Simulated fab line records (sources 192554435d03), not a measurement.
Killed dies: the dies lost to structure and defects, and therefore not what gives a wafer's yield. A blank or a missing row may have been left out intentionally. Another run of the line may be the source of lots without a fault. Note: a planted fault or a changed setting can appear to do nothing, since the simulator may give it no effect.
Split-lot experiment || flow n5 finfet || 7 lots, 21 wafers read, on a route of 1938 steps

## SPLIT DETAILS
At N5_BEOL_M15_COAT_22 (resist thk 800 nm), the setting spin rpm was moved away from the recipe's 1704 rpm on 8 of the 21 wafers read, by -6.1% to +6.5%. For the rest of the wafers, this setting stayed at what the recipe calls for.

## FROM THE SPLIT TO THE READING: what the file shows between them, 6 steps
- N5_BEOL_M15_PEB_26: peb time 90 s (also split here: peb temp c)
- N5_BEOL_M15_DEVELOP_27: develop time 45 s
- N5_BEOL_M15_HARDBAKE_32: time 120 s
- N5_BEOL_M15_CD_MEAS_28: target cd 407.6 nm
- N5_BEOL_M15_DESCUM_33: chemistry O2, time 7.9 s
- N5_BEOL_M15_ETCH_61: etches BARC in N2/H2, target depth 89 nm, overetch 26.7 nm, time 67.9 s

## THE READING
coat_of_BEOL_M15_COAT_22.thk nm (the simulator's own value, which no gauge read), in nm, at N5_BEOL_M15_TRENCH_ETCH_34 (etches SiO2 in C4F8/O2/Ar, target depth 872.93 nm, time 199 s). The file does not state a usual value for it. Average 547.2 nm, standard deviation 5.7 nm, over the 13 wafers here run with the recipe.

{"wafer": "L080.1", "tool, chamber at the split": "litho track-01, 0", "spin rpm as run, rpm": 1704, "against the recipe": "recipe", "coat_of_BEOL_M15_COAT_22.thk nm, nm": 542.4, "against lot-mates on the recipe": "-"}
{"wafer": "L080.3", "tool, chamber at the split": "litho track-01, 0", "spin rpm as run, rpm": 1633, "against the recipe": "-4.2%", "coat_of_BEOL_M15_COAT_22.thk nm, nm": 554.2, "against lot-mates on the recipe": "+11.8"}
{"wafer": "L080.5", "tool, chamber at the split": "litho track-01, 0", "spin rpm as run, rpm": 1633, "against the recipe": "-4.2%", "coat_of_BEOL_M15_COAT_22.thk nm, nm": 552, "against lot-mates on the recipe": "+9.6"}
{"wafer": "L079.1", "tool, chamber at the split": "litho track-01, 0", "spin rpm as run, rpm": 1704, "against the recipe": "recipe", "coat_of_BEOL_M15_COAT_22.thk nm, nm": 539.8, "against lot-mates on the recipe": "-"}
{"wafer": "L079.2", "tool, chamber at the split": "litho track-01, 0", "spin rpm as run, rpm": 1704, "against the recipe": "recipe", "coat_of_BEOL_M15_COAT_22.thk nm, nm": 544.4, "against lot-mates on the recipe": "-"}
{"wafer": "L079.5", "tool, chamber at the split": "litho track-01, 0", "spin rpm as run, rpm": 1815, "against the recipe": "+6.5%", "coat_of_BEOL_M15_COAT_22.thk nm, nm": 516, "against lot-mates on the recipe": -26.1}
{"wafer": "L084.2", "tool, chamber at the split": "litho track-05, 0", "spin rpm as run, rpm": 1627, "against the recipe": "-4.5%", "coat_of_BEOL_M15_COAT_22.thk nm, nm": 560.8, "against lot-mates on the recipe": "+12.4"}
{"wafer": "L084.3", "tool, chamber at the split": "litho track-05, 0", "spin rpm as run, rpm": 1704, "against the recipe": "recipe", "coat_of_BEOL_M15_COAT_22.thk nm, nm": 548.4, "against lot-mates on the recipe": "-"}
{"wafer": "L084.4", "tool, chamber at the split": "litho track-05, 0", "spin rpm as run, rpm": 1627, "against the recipe": "-4.5%", "coat_of_BEOL_M15_COAT_22.thk nm, nm": 563.2, "against lot-mates on the recipe": "+14.8"}
{"wafer": "L088.1", "tool, chamber at the split": "litho track-03, 0", "spin rpm as run, rpm": 1704, "against the recipe": "recipe", "coat_of_BEOL_M15_COAT_22.thk nm, nm": 550, "against lot-mates on the recipe": "-"}
{"wafer": "L088.3", "tool, chamber at the split": "litho track-03, 0", "spin rpm as run, rpm": 1704, "against the recipe": "recipe", "coat_of_BEOL_M15_COAT_22.thk nm, nm": 551.2, "against lot-mates on the recipe": "-"}
{"wafer": "L088.4", "tool, chamber at the split": "litho track-03, 0", "spin rpm as run, rpm": 1704, "against the recipe": "recipe", "coat_of_BEOL_M15_COAT_22.thk nm, nm": 550.2, "against lot-mates on the recipe": "-"}
{"wafer": "L091.3", "tool, chamber at the split": "litho track-01, 0", "spin rpm as run, rpm": 1704, "against the recipe": "recipe", "coat_of_BEOL_M15_COAT_22.thk nm, nm": 554.4, "against lot-mates on the recipe": "-"}
{"wafer": "L091.4", "tool, chamber at the split": "litho track-01, 0", "spin rpm as run, rpm": 1704, "against the recipe": "recipe", "coat_of_BEOL_M15_COAT_22.thk nm, nm": 554.2, "against lot-mates on the recipe": "-"}
{"wafer": "L091.6", "tool, chamber at the split": "litho track-01, 0", "spin rpm as run, rpm": 1704, "against the recipe": "recipe", "coat_of_BEOL_M15_COAT_22.thk nm, nm": 550.4, "against lot-mates on the recipe": "-"}
{"wafer": "L089.2", "tool, chamber at the split": "litho track-01, 0", "spin rpm as run, rpm": 1704, "against the recipe": "recipe", "coat_of_BEOL_M15_COAT_22.thk nm, nm": 533.6, "against lot-mates on the recipe": "-"}
{"wafer": "L089.3", "tool, chamber at the split": "litho track-01, 0", "spin rpm as run, rpm": 1796, "against the recipe": "+5.4%", "coat_of_BEOL_M15_COAT_22.thk nm, nm": 530.8, "against lot-mates on the recipe": -10.6}
{"wafer": "L089.6", "tool, chamber at the split": "litho track-01, 0", "spin rpm as run, rpm": 1704, "against the recipe": "recipe", "coat_of_BEOL_M15_COAT_22.thk nm, nm": 549.2, "against lot-mates on the recipe": "-"}
{"wafer": "L096.1", "tool, chamber at the split": "litho track-01, 0", "spin rpm as run, rpm": 1600, "against the recipe": "-6.1%", "coat_of_BEOL_M15_COAT_22.thk nm, nm": 556.8, "against lot-mates on the recipe": "+12.0"}
{"wafer": "L096.3", "tool, chamber at the split": "litho track-01, 0", "spin rpm as run, rpm": 1704, "against the recipe": "recipe", "coat_of_BEOL_M15_COAT_22.thk nm, nm": 544.8, "against lot-mates on the recipe": "-"}
{"wafer": "L096.4", "tool, chamber at the split": "litho track-01, 0", "spin rpm as run, rpm": 1600, "against the recipe": "-6.1%", "coat_of_BEOL_M15_COAT_22.thk nm, nm": 559.4, "against lot-mates on the recipe": "+14.6"}

THE FIT
A straight line over all 21 wafers: coat_of_BEOL_M15_COAT_22.thk nm changes by -2.88 nm for each +1% of spin rpm; r = -0.84; the points scatter about the line by 6.1 nm.
The same after taking each lot's own level away (the mean of its wafers on the recipe; 21 wafers): -2.75 nm for each +1%; r = -0.93; scatter 3.7 nm.
On that fit, the largest move of spin rpm shifts the reading by 18 nm.
Across the lots, their own levels run from 541.40 to 553.00 nm, a range of 2.0 times the standard deviation given above.
So the lot-to-lot level changes the slope little: the two slopes agree.
Check: with one of the wafers moved furthest among these (+6.5%) left out of the fit, the line predicts -15 nm for it against its lot-mates. It came out at -26.1 nm against them.

## OTHER SPLITS APPLIED TO THESE WAFERS
Before the reading, these wafers also passed through other splits. Each is held against what the fit with the lots' levels taken away leaves over:
{"other split on the same wafers": "N5_BEOL_M12_COAT_04 spin rpm", "wafers away from the commonest value": 5, "r with coat_of_BEOL_M15_COAT_22.thk nm (lot level and that fit taken away)": -0.05}
{"other split on the same wafers": "N5_BEOL_M12_DESCUM_15 time s", "wafers away from the commonest value": 11, "r with coat_of_BEOL_M15_COAT_22.thk nm (lot level and that fit taken away)": -0.03}
{"other split on the same wafers": "N5_BEOL_M14_TRENCH_ETCH_34 time s", "wafers away from the commonest value": 8, "r with coat_of_BEOL_M15_COAT_22.thk nm (lot level and that fit taken away)": -0.04}
{"other split on the same wafers": "N5_BEOL_M15_PEB_26 peb temp c", "wafers away from the commonest value": 7, "r with coat_of_BEOL_M15_COAT_22.thk nm (lot level and that fit taken away)": -0.08}

## THE WHOLE CHAIN: every reading that the file lists as answering this split, in the file's order
{"step": "N5_BEOL_M15_COAT_22", "what it does": "resist thk 800 nm", "reading": "coat_of_BEOL_M15_COAT_22.thk nm (the simulator's own value, which no gauge read)", "change (the file's fit)": "-3.83 nm for each +1% of the setting", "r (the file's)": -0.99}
{"step": "N5_BEOL_M15_ETCH_61", "what it does": "etches BARC in N2/H2, target depth 89 nm, overetch 26.7 nm, time 67.9 s", "reading": "coat_of_BEOL_M15_COAT_22.thk nm (the simulator's own value, which no gauge read)", "change (the file's fit)": "-3.48 nm for each +1% of the setting", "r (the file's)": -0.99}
{"step": "N5_BEOL_M15_TRENCH_ETCH_34", "what it does": "etches SiO2 in C4F8/O2/Ar, target depth 872.93 nm, time 199 s", "reading": "coat_of_BEOL_M15_COAT_22.thk nm (the simulator's own value, which no gauge read)", "change (the file's fit)": "-2.83 nm for each +1% of the setting", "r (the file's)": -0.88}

## FILE'S OWN FIT
coat_of_BEOL_M15_COAT_22.thk nm changes by -2.83 nm for each +1% of spin rpm, r = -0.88.
